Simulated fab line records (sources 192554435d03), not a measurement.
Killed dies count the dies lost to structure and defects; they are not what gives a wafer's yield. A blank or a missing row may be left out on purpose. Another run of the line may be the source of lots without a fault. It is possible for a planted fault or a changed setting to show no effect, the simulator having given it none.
Lot-split experiment    flow n5-finfet    on a route of 1938 steps: 7 lots, 16 wafers read

== THE SPLIT ==
At N5_BEOL_M3_SPUTTER_81 (material Cu, target thk 4.5 nm, time 8.29 s), the setting time-s was moved away from the recipe's 8.29 s on 4 of the 16 wafers read, by -6.5% to +8.6%. This setting was run at the recipe's value on the other wafers.

Reading taken at the split's own step.

== THE READING ==
Cu_of_BEOL_M3_SPUTTER_81.thk-nm (the simulator's own value, which no gauge read), in nm, at N5_BEOL_M3_SPUTTER_81 (material Cu, target thk 4.5 nm, time 8.29 s). There is no usual value for it anywhere in the file. Here, 12 wafers ran the recipe; their average is 4.5 nm with a standard deviation of 0.1 nm.

wafer   tool, chamber at the split  time-s as run, s  against the recipe  Cu_of_BEOL_M3_SPUTTER_81.thk-nm, nm  against lot-mates on the recipe
L075.3  pvd-sputter-02, -           8.29              recipe              4.4                                  -
L075.4  pvd-sputter-02, -           8.29              recipe              4.4                                  -
L075.6  pvd-sputter-02, -           8.29              recipe              4.6                                  -
L076.3  pvd-sputter-01, -           8.29              recipe              4.6                                  -
L080.2  pvd-sputter-01, -           8.29              recipe              4.6                                  -
L080.3  pvd-sputter-01, -           8.29              recipe              4.4                                  -
L081.1  pvd-sputter-02, -           8.29              recipe              4.6                                  -
L081.2  pvd-sputter-02, -           8.29              recipe              4.6                                  -
L081.4  pvd-sputter-02, -           8.29              recipe              4.4                                  -
L083.2  pvd-sputter-02, -           8.29              recipe              4.6                                  -
L083.5  pvd-sputter-02, -           9.002             +8.6%               5                                    +0.4
L083.6  pvd-sputter-02, -           9.002             +8.6%               5                                    +0.4
L085.5  pvd-sputter-01, -           7.752             -6.5%               4                                    -0.4
L085.6  pvd-sputter-01, -           8.29              recipe              4.4                                  -
L092.2  pvd-sputter-02, -           7.813             -5.8%               4                                    -0.4
L092.5  pvd-sputter-02, -           8.29              recipe              4.4                                  -

THE FIT
A straight line over all 16 wafers: Cu_of_BEOL_M3_SPUTTER_81.thk-nm changes by +0.0665 nm for each +1% of time-s; r = +0.93; the points scatter about the line by 0.1 nm.
The same after taking each lot's own level away (the mean of its wafers on the recipe; 16 wafers): +0.0532 nm for each +1%; r = +0.94; scatter 0.079 nm.
According to that fit, moving time-s by its largest amount changes the reading by 0.46 nm.
The span of the lots' own levels, 4.40 to 4.60 nm, comes to 2.0 times the standard deviation stated above.
Thus the slope moves with the lot-to-lot level: the two fits are different.
Check: with one of the wafers moved furthest among these (+8.6%) left out of the fit, the line predicts +0.464 nm for it against its lot-mates. Against them it came out at +0.4 nm.

== FURTHER SPLITS ON THESE WAFERS ==
Before the reading, these wafers also passed through other splits. Each is held against what the fit with the lots' levels taken away leaves over:
other split on the same wafers    wafers away from the commonest value  r with Cu_of_BEOL_M3_SPUTTER_81.thk-nm (lot level and that fit taken away)
N5_BEOL_M2_TRENCH_ETCH_37 time-s  6                                     +0.25

== THE FILE'S OWN FIT ==
Cu_of_BEOL_M3_SPUTTER_81.thk-nm changes by +0.0546 nm for each +1% of time-s, r = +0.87.
